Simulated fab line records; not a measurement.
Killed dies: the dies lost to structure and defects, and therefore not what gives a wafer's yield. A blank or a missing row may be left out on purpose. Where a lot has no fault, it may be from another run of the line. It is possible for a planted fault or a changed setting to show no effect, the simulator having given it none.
fab line records ; flow n5_finfet
record: lots: 10; wafers: 30; last_day: 17
route steps=1938 shown SD_EPI_P@311 ILD0@344 SDB@347 BEOL_M4@1111
lots that met no fault: from a run of the same line without faults
start_h: hours from the record's first day to the start of the lot's first wafer shown ; wait_h: hours from the lot's prior step to this one ; " identical to the entry in the row above ; L1.1+2: several wafers, shown together as one row ; - no value, or no start was given ; * or withheld: withheld ; < > ~ a bound
route shown NAME@n: a module of which the file shows steps, and the number in the route of the first ; usual: the fault-free wafers' mean and standard deviation ; same: alike in all rows ; chamber/n: place in a boat ; sites: readings site by site ; _std_site: standard deviation across them ; _edge_site: inner sites' mean taken away from outer sites' mean ; radius_mm: how far each site lies from the wafer's centre ; mask NAME#n: copy n ; behind: the tool/chamber that last shaped the wafer ; hold: why the lot went on hold/how many hours it stayed there/how the hold came to an end ; device: names the non-switching transistor (n, p or np) ; end of line: tests run on the same wafers once the route is complete ; a step given without rows: its recipe and nothing more ; killed: the dies lost at the first sort to structure and to defects; this is not the yield of the wafer ; map: shows each die of a wafer: x if killed, . if not, _ if none is there
set.NAME: the setting that was run; set.NAME@STEP: the one run at that earlier step ; model.NAME: the simulator's own value behind a step, which no gauge read
the route's steps for a sample of lots (tables are steps, rows are wafers)
services: the hour from which a tool's chamber was out of use, counted from the record's first day as start_h (under 0 if before that day), plus the number of hours and why
== steps ==
step: N5_SD_EPI_P_ETCH_47
recipe: chemistry: CH3F/O2; target: SiOCN; target_depth_a: 250; mask_material: SOC; ion_energy_ev: 60; bias_w: 29; pressure_mtorr: 30; source_w: 410; Ar_flow_sccm: 150; CH3F_flow_sccm: 30; O2_flow_sccm: 20
usual: drypump_motor_current_A: 5.8/0.4; oes_product_au: 0.77/0.064; rf_vpp_V: 127.5/1.7; showerhead_plenum_p_Torr: 2.01/0.052; throttle_valve_pct: 16.39/0.15
lot.wafer;tool;chamber;start_h;wait_h;drypump_motor_current_A;oes_product_au;rf_hours_counter_h;rf_vpp_V;showerhead_plenum_p_Torr;throttle_valve_pct
L276.2;rie_diel-05;2;53.09;0.1;5.3;0.74;148;124.3;2.09;16.18
L276.3;rie_diel-05;3;53.09;0.1;6.1;0.84;60;125.6;1.95;16.23
L276.5;rie_diel-05;3;53.09;0.1;6.1;0.83;-;127.0;1.95;16.21
L278.1;rie_diel-02;2;64.87;0.1;6.3;0.76;138;126.8;2.08;16.39
L278.4;rie_diel-02;1;64.87;0.1;6.0;0.81;76;127.2;1.94;16.54
L278.6;rie_diel-02;2;64.87;0.1;6.3;0.76;-;127.6;2.08;16.39
L279.2;rie_diel-02;3;72.64;0.1;5.8;0.74;195;126.3;1.99;16.19
L279.5;rie_diel-02;1;72.64;0.1;6.0;0.82;-;126.8;1.94;16.54
L279.6;rie_diel-02;0;72.64;0.1;5.8;0.76;-;130.2;1.99;16.49
L282.2;rie_diel-05;0;90.78;0.1;6.1;0.87;38;125.9;2.03;16.33
L282.3;rie_diel-05;3;90.78;0.1;6.1;0.82;74;126.3;1.95;16.24
L282.4;rie_diel-05;1;90.78;0.1;6.3;0.69;204;123.3;2.07;16.29
L285.1;rie_diel-04;3;116.16;0.1;5.3;0.71;229;128.8;1.98;16.21
L285.2;rie_diel-04;1;116.16;0.1;5.2;0.91;18;129.4;2.05;16.28
L285.3;rie_diel-04;2;116.16;0.1;6.2;0.75;142;126.7;2.01;16.62
L287.1;rie_diel-04;2;124.62;0.1;6.2;0.74;145;128.2;2.01;16.61
L287.4;rie_diel-04;0;124.62;0.1;5.2;0.74;177;128.2;1.91;16.45
L287.5;rie_diel-04;3;124.62;0.1;5.3;0.70;-;129.4;1.98;16.21
L292.2;rie_diel-04;1;152.27;0.1;5.2;0.89;30;130.2;2.05;16.30
L292.3;rie_diel-04;3;152.27;0.1;5.3;0.69;240;129.6;1.98;16.22
L292.4;rie_diel-04;2;152.27;0.1;6.2;0.74;-;127.2;2.01;16.63
L293.3;rie_diel-04;2;154.59;0.1;6.2;0.73;153;126.5;2.01;16.61
L293.4;rie_diel-04;2;154.59;0.1;6.2;0.73;-;126.6;2.01;16.64
L293.6;rie_diel-04;1;154.59;0.1;5.2;0.89;-;129.5;2.05;16.30
L298.1;rie_diel-05;1;186.90;0.1;6.3;0.68;228;123.1;2.06;16.35
L298.2;rie_diel-05;0;186.90;0.1;6.1;0.84;67;128.4;2.02;16.37
L298.6;rie_diel-05;0;186.90;0.1;6.1;0.85;-;128.0;2.02;16.38
L299.1;rie_diel-02;3;194.55;0.1;5.8;0.71;227;126.8;1.99;16.26
L299.3;rie_diel-02;2;194.55;0.1;6.2;0.72;174;127.6;2.07;16.43
L299.5;rie_diel-02;1;194.55;0.1;6.0;0.76;-;127.9;1.93;16.62
step: N5_ILD0_CMP_12
recipe: stop_on: poly-Si; material: SiNx; t_overpolish_s: 6; post_cmp_clean: alkaline_brush; down_force_psi: 2.5; platen_rpm: 51.8; pad_velocity_m_s: 1.0307; target_thk_nm: 17.67
usual: motor_current_A: 9.1/0.79; overpolish_run_s: 5.999/0.0099; slurry_filter_dp_kPa: 13.48/0.15; time_to_endpoint_s: 29/3.4
lot.wafer;tool;chamber;start_h;wait_h;motor_current_A;overpolish_run_s;slurry_filter_dp_kPa;time_to_endpoint_s
L276.2;cmp-03;2;63.77;1.1;9.6;5.987;13.68;25
L276.3;cmp-03;3;63.77;1.1;8.7;5.997;13.55;24
L276.5;cmp-03;3;63.77;1.1;8.4;6.010;13.54;24
L278.4;cmp-03;2;75.64;1.2;9.4;6.014;13.27;28
L278.1;cmp-03;0;75.64;1.2;9.8;6.008;13.43;33
L278.6;cmp-03;1;75.64;1.2;8.2;5.991;13.28;27
L279.2;cmp-03;3;83.12;1.2;8.8;5.995;13.31;20
L279.6;cmp-03;0;83.12;1.2;9.0;5.986;13.49;30
L279.5;cmp-03;1;83.12;1.2;8.3;6.004;13.69;24
L282.4;cmp-01;0;101.64;1.2;8.8;6.001;13.32;30
L282.2;cmp-01;1;101.64;1.2;7.9;5.997;13.36;31
L282.3;cmp-01;2;101.64;1.2;10.5;5.999;13.50;31
L285.3;cmp-03;3;126.99;1.2;8.6;5.993;13.41;28
L285.2;cmp-03;0;126.99;1.2;8.6;5.986;13.67;35
L285.1;cmp-03;1;126.99;1.2;8.7;5.984;13.37;27
L287.1;cmp-03;1;134.73;1.1;8.6;6.001;13.50;29
L287.4;cmp-03;3;134.73;1.1;8.4;6.000;13.65;26
L287.5;cmp-03;1;134.73;1.1;8.3;6.014;13.26;26
L292.3;cmp-03;3;163.36;1.1;8.6;5.996;13.37;49
L292.2;cmp-03;0;163.36;1.1;9.1;6.004;13.58;32
L292.4;cmp-03;1;163.36;1.1;8.2;5.990;13.23;50
L293.4;cmp-03;1;165.51;0.1;8.1;6.008;13.21;54
L293.3;cmp-03;3;165.51;0.1;8.6;6.014;13.40;53
L293.6;cmp-03;0;165.51;0.1;9.2;5.999;13.45;32
L298.2;cmp-02;2;197.86;1.2;9.1;5.996;13.84;29
L298.1;cmp-02;3;197.86;1.2;9.1;5.995;13.47;31
L298.6;cmp-02;0;197.86;1.2;8.5;6.014;13.55;32
L299.3;cmp-02;0;204.61;1.1;8.8;6.010;13.28;31
L299.1;cmp-02;2;204.61;1.1;8.6;6.000;13.50;29
L299.5;cmp-02;1;204.61;1.1;9.4;5.983;13.42;29
step: N5_ILD0_THK_MEAS_13
usual: thk_nm: 17.7/1.3
lot.wafer;tool;chamber;start_h;wait_h;thk_nm
L276.2;film_metro-01;-;64.07;-;18.6
L276.3;film_metro-01;-;64.07;-;16.2
L276.5;film_metro-01;-;64.07;-;16.9
L278.1;film_metro-02;-;75.90;-;17.5
L278.4;film_metro-02;-;75.90;-;15.7
L278.6;film_metro-02;-;75.90;-;16.8
L279.2;film_metro-01;-;83.30;-;15.2
L279.5;film_metro-01;-;83.30;-;15.3
L279.6;film_metro-01;-;83.30;-;18.2
L282.2;film_metro-01;-;101.90;-;16.6
L282.3;film_metro-01;-;101.90;-;17.6
L282.4;film_metro-01;-;101.90;-;16.8
L285.1;film_metro-02;-;127.25;-;16.9
L285.2;film_metro-02;-;127.25;-;19.5
L285.3;film_metro-02;-;127.25;-;16.8
L287.1;film_metro-01;-;135.02;-;17.1
L287.4;film_metro-01;-;135.02;-;17.6
L287.5;film_metro-01;-;135.02;-;16.8
L292.2;film_metro-02;-;163.66;-;19.9
L292.3;film_metro-02;-;163.66;-;17.4
L292.4;film_metro-02;-;163.66;-;17.5
L293.3;film_metro-02;-;165.77;-;17.7
L293.4;film_metro-02;-;165.77;-;16.9
L293.6;film_metro-02;-;165.77;-;20.7
L298.1;film_metro-01;-;198.08;-;18.2
L298.2;film_metro-01;-;198.08;-;17.0
L298.6;film_metro-01;-;198.08;-;17.9
L299.1;film_metro-02;-;204.91;-;18.4
L299.3;film_metro-02;-;204.91;-;18.6
L299.5;film_metro-02;-;204.91;-;17.8
step: N5_SDB_HM_DEP_00
recipe: material: SiNx; target_thk_a: 400; temp_c: 400; precursor: SiH4/NH3/N2; pressure_torr: 1.5; rf_w: 300; time_s: 35.3
usual: heater_power_w: 740/62; showerhead_plenum_p_Torr: 5.15/0.048; susceptor_temp_C: 399.94/0.24; throttle_valve_pct: 41.2/2.6
lot.wafer;tool;chamber;start_h;wait_h;heater_power_w;showerhead_plenum_p_Torr;susceptor_temp_C;throttle_valve_pct
L276.2;pecvd-04;2;64.13;0.0;745;5.14;399.63;42.9
L276.3;pecvd-04;1;64.13;0.0;691;5.09;399.86;40.5
L276.5;pecvd-04;0;64.13;0.0;604;5.10;399.43;38.8
L278.1;pecvd-01;0;75.96;0.0;797;5.08;399.81;43.0
L278.4;pecvd-01;1;75.96;0.0;841;5.16;399.72;47.0
L278.6;pecvd-01;2;75.96;0.0;802;5.20;400.32;38.8
L279.2;pecvd-01;1;83.36;0.0;823;5.17;400.10;46.9
L279.5;pecvd-01;2;83.36;0.0;854;5.19;399.72;38.8
L279.6;pecvd-01;1;83.36;0.0;839;5.19;399.95;47.1
L282.2;pecvd-03;0;101.96;0.0;757;5.07;400.20;41.0
L282.3;pecvd-03;1;101.96;0.0;831;5.19;399.88;39.3
L282.4;pecvd-03;0;101.96;0.0;753;5.09;399.87;40.7
L285.1;pecvd-03;2;127.32;0.0;659;5.18;400.31;38.5
L285.2;pecvd-03;1;127.32;0.0;796;5.21;399.93;39.5
L285.3;pecvd-03;0;127.32;0.0;713;5.09;399.53;40.9
L287.1;pecvd-01;0;135.08;0.0;755;5.10;399.86;42.9
L287.4;pecvd-01;2;135.08;0.0;777;5.19;399.66;39.0
L287.5;pecvd-01;1;135.08;0.0;763;5.19;400.02;47.3
L292.2;pecvd-04;2;163.72;0.0;758;5.14;399.83;42.8
L292.3;pecvd-04;0;163.72;0.0;706;5.11;399.58;39.6
L292.4;pecvd-04;2;163.72;0.0;748;5.13;399.32;42.5
L293.3;pecvd-04;0;165.86;0.1;675;5.08;400.21;39.9
L293.4;pecvd-04;2;165.86;0.1;729;5.13;400.39;42.5
L293.6;pecvd-04;2;165.86;0.1;745;5.13;400.56;42.6
L298.1;pecvd-03;0;198.14;0.0;679;5.10;400.16;40.7
L298.2;pecvd-03;1;198.14;0.0;763;5.22;399.87;39.6
L298.6;pecvd-03;2;198.14;0.0;764;5.18;400.17;38.9
L299.1;pecvd-04;1;204.97;0.0;657;5.10;400.15;40.9
L299.3;pecvd-04;0;204.97;0.0;701;5.09;399.84;39.5
L299.5;pecvd-04;1;204.97;0.0;667;5.09;399.96;40.6
step: N5_BEOL_M4_RC_MEAS_101
usual: DIBL_N: 36.3/1.7; DIBL_P: 36.5/1.8; IOFF_N: 0.16/0.033; IOFF_P: 0.21/0.037; ION_N: 675/11; ION_P: 462/7.9; SS_N: 71.6/0.64; SS_P: 73.3/0.68; VT_N: 249/3.3; VT_P: -250/3.3
lot.wafer;tool;chamber;start_h;wait_h;DIBL_N[mV/V];DIBL_P[mV/V];IOFF_N[nA/um];IOFF_P[nA/um];ION_N[uA/um];ION_P[uA/um];SS_N[mV/dec];SS_P[mV/dec];VT_N[mV];VT_P[mV]
L276.2;prober-01;0;159.47;0.2;35.4;36.0;0.14;0.19;666;457;71.4;73.2;253;-255
L276.3;prober-01;0;159.47;0.2;35.3;36.6;0.15;0.20;684;469;71.6;73.9;249;-252
L276.5;prober-01;0;159.47;0.2;34.9;36.1;0.15;0.19;678;466;71.6;73.7;253;-252
L278.1;prober-01;0;175.39;0.0;37.0;37.9;0.16;0.23;674;464;71.5;73.7;249;-251
L278.4;prober-01;0;175.39;0.0;35.9;36.4;0.14;0.22;669;461;71.1;73.5;251;-250
L278.6;prober-01;0;175.39;0.0;36.4;36.4;0.14;0.21;675;471;71.3;73.1;251;-250
L279.2;prober-01;0;181.49;0.2;35.7;36.1;0.15;0.18;682;467;71.0;73.3;251;-251
L279.5;prober-01;0;181.49;0.2;33.6;33.4;0.11;0.14;681;462;71.0;72.8;255;-257
L279.6;prober-01;0;181.49;0.2;36.1;36.5;0.14;0.18;677;463;71.5;73.3;253;-253
L282.2;prober-01;0;202.29;0.2;37.3;38.4;0.18;0.24;680;466;72.3;72.8;247;-251
L282.3;prober-01;0;202.29;0.2;36.6;36.7;0.17;0.22;688;459;71.7;72.8;250;-253
L282.4;prober-01;0;202.29;0.2;37.0;37.8;0.17;0.24;676;465;72.3;73.0;249;-248
L285.1;prober-02;0;223.77;0.1;34.4;34.8;0.11;0.16;662;448;70.0;72.8;253;-257
L285.2;prober-02;0;223.77;0.1;36.1;37.7;0.14;0.21;653;460;70.6;73.9;253;-251
L285.3;prober-02;0;223.77;0.1;36.9;38.2;0.15;0.20;662;450;71.1;73.8;251;-253
L287.1;prober-01;0;225.25;0.0;35.8;36.3;0.16;0.20;684;464;71.3;72.9;249;-251
L287.4;prober-01;0;225.25;0.0;35.6;34.7;0.15;0.17;666;450;71.1;72.7;249;-253
L287.5;prober-01;0;225.25;0.0;34.2;33.9;0.13;0.17;657;448;71.1;72.1;251;-253
L292.2;prober-02;0;258.71;0.2;38.3;38.1;0.17;0.20;681;455;72.2;74.4;250;-254
L292.3;prober-02;0;258.71;0.2;37.4;36.6;0.15;0.19;660;457;72.0;73.6;252;-255
L292.4;prober-02;0;258.71;0.2;39.3;38.4;0.17;0.20;661;450;73.0;73.8;251;-253
L293.3;prober-02;0;264.16;0.3;37.3;35.4;0.16;0.22;675;466;71.4;72.8;247;-246
L293.4;prober-02;0;264.16;0.3;35.6;34.2;0.15;0.22;703;481;71.4;72.5;246;-244
L293.6;prober-02;0;264.16;0.3;35.4;34.3;0.14;0.21;677;469;71.2;72.8;249;-245
L299.1;prober-01;0;298.10;0.0;33.2;33.6;0.12;0.16;669;452;71.2;72.4;252;-256
L299.3;prober-01;0;298.10;0.0;36.3;37.7;0.18;0.21;678;461;71.9;74.4;248;-250
L299.5;prober-01;0;298.10;0.0;36.8;38.6;0.19;0.22;677;458;72.1;74.3;246;-253
L298.1;prober-02;0;298.18;0.0;36.2;35.1;0.14;0.17;662;447;71.2;73.8;253;-251
L298.2;prober-02;0;298.18;0.0;37.3;36.3;0.16;0.18;677;458;72.1;73.9;249;-254
L298.6;prober-02;0;298.18;0.0;37.5;37.0;0.16;0.20;673;458;71.5;74.2;247;-253
== services ==
tool;chamber;start_h;hours;kind
rie_diel-05;0;35.38;14.7;repair
cmp-03;-;38.44;4.0;pm
rie_diel-02;-;50.71;2.8;repair
pecvd-03;-;62.01;2.6;repair
pecvd-01;-;64.75;1.1;repair
pecvd-04;0;69.27;4.5;repair
rie_diel-05;1;75.65;12.2;repair
pecvd-01;-;87.63;2.8;pm
pecvd-01;2;92.25;19.5;repair
rie_diel-04;3;102.34;4.6;repair
pecvd-01;0;103.81;5.3;repair
rie_diel-02;2;104.30;10.3;repair
rie_diel-05;3;106.16;6.8;repair
cmp-02;-;111.91;0.3;repair
cmp-02;-;119.22;4.0;pm
rie_diel-05;1;139.32;17.3;repair
pecvd-03;-;141.25;0.5;repair
rie_diel-02;3;143.02;4.5;repair
rie_diel-04;0;150.47;3.8;repair
cmp-02;-;152.72;2.9;repair
rie_diel-02;3;155.23;9.1;repair
rie_diel-04;2;180.80;8.5;repair
cmp-03;-;185.30;6.0;repair
rie_diel-02;-;189.99;2.8;pm
== key ==
first_sign: step: N5_ILD0_CMP_12; reading: time_to_endpoint_s; direction: up; sigmas: 6.6; usual: *; struck: *
effect none on later readings
met_at N5_ILD0_CMP_12
struck_lots L292,L293
struck_wafers L292.3,L292.4,L293.3,L293.4
not_acting_at N5_SD_EPI_P_ETCH_47,N5_ILD0_THK_MEAS_13,N5_SDB_HM_DEP_00
onset_between 134.73 163.36
fault: kind: process_parameter_drift; tool: cmp-03; chamber: -; onset_h: 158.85; steps: N5_ILD0_CMP_12; channel: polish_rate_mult; offset: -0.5; shape: step; end_h: 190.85; scope: struck_wafers_only
